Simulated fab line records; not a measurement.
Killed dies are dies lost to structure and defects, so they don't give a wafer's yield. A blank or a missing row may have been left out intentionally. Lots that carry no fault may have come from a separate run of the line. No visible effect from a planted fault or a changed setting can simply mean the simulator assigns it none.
Which of the tools did it? ; flow n5-finfet ; 36 wafers from 12 lots sampled at 2 of the route's 1938 steps

== WHAT THE GAUGES READ, wafer by wafer ==
N5_BEOL_M7_CD_MEAS_11 targets a cd of 38.5 nm.
lot;measured;on;cd-nm (nm)
L074;day 10 15:52;cd-sem-01;37.8 38.7 38.9
L077;day 10 19:08;cd-sem-01;38.0 38.3 38.2
L080;day 11 16:15;cd-sem-01;40.0 39.1 39.1
L079;day 11 20:43;cd-sem-01;38.3 37.8 38.4
L083;day 12 20:28;cd-sem-02;37.7 38.0 37.9
L086;day 13 08:38;cd-sem-01;38.1 38.7 39.2
L085;day 13 11:33;cd-sem-01;39.1 38.3 38.3
L091;day 14 18:07;cd-sem-01;38.5 38.6 38.5
L088;day 14 19:40;cd-sem-02;38.0 38.9 38.1
L094;day 15 00:39;cd-sem-03;38.9 39.0 39.6
L095;day 15 22:36;cd-sem-02;38.0 38.3 38.6
L097;day 16 05:14;cd-sem-02;38.8 38.6 38.3

== TOOL THAT RAN EACH LOT (tool first, then ch and the chambers of the sampled wafers, then the start) ==
lot;N5_BEOL_M7_CURE_74
L074;uv-cure-03 ch 0, day 10 14:42
L077;uv-cure-02 ch 2, day 10 17:05
L080;uv-cure-03 ch 0, day 11 13:40
L079;uv-cure-02 ch 0, day 11 18:37
L083;uv-cure-01 ch 2, day 12 18:46
L086;uv-cure-03 ch 0, day 13 06:56
L085;uv-cure-02 ch 0, day 13 10:11
L091;uv-cure-03 ch 1, day 14 15:54
L088;uv-cure-02 ch 1, day 14 17:25
L094;uv-cure-01 ch 2, day 14 22:50
L095;uv-cure-02 ch 0, day 15 21:19
L097;uv-cure-03 ch 1, day 16 01:57
- N5_BEOL_M7_CURE_74: cures SiCOH lowk, time 240 s.

== THE ANSWER, worked out from the rows above alone ==
Rule: what is usual is taken from the lots themselves. The widest of any qualifying gaps counts: lots, ordered by their means at a reading, are off when they make up no more than a third of the lots, leave a main group of 4 or more, and stand apart from it by 3 or more times the standard deviation of that group's means. Not used: any main group whose means are identical at the precision the tables above print for the reading. A lot without any number at a reading at which 4 lots or more have one is off too. Any other lot the step has rows for is counted as sound.
Across all readings shown, no lot is off: no conclusion can be drawn from this.

== WHAT THE SIMULATOR PUT IN ==
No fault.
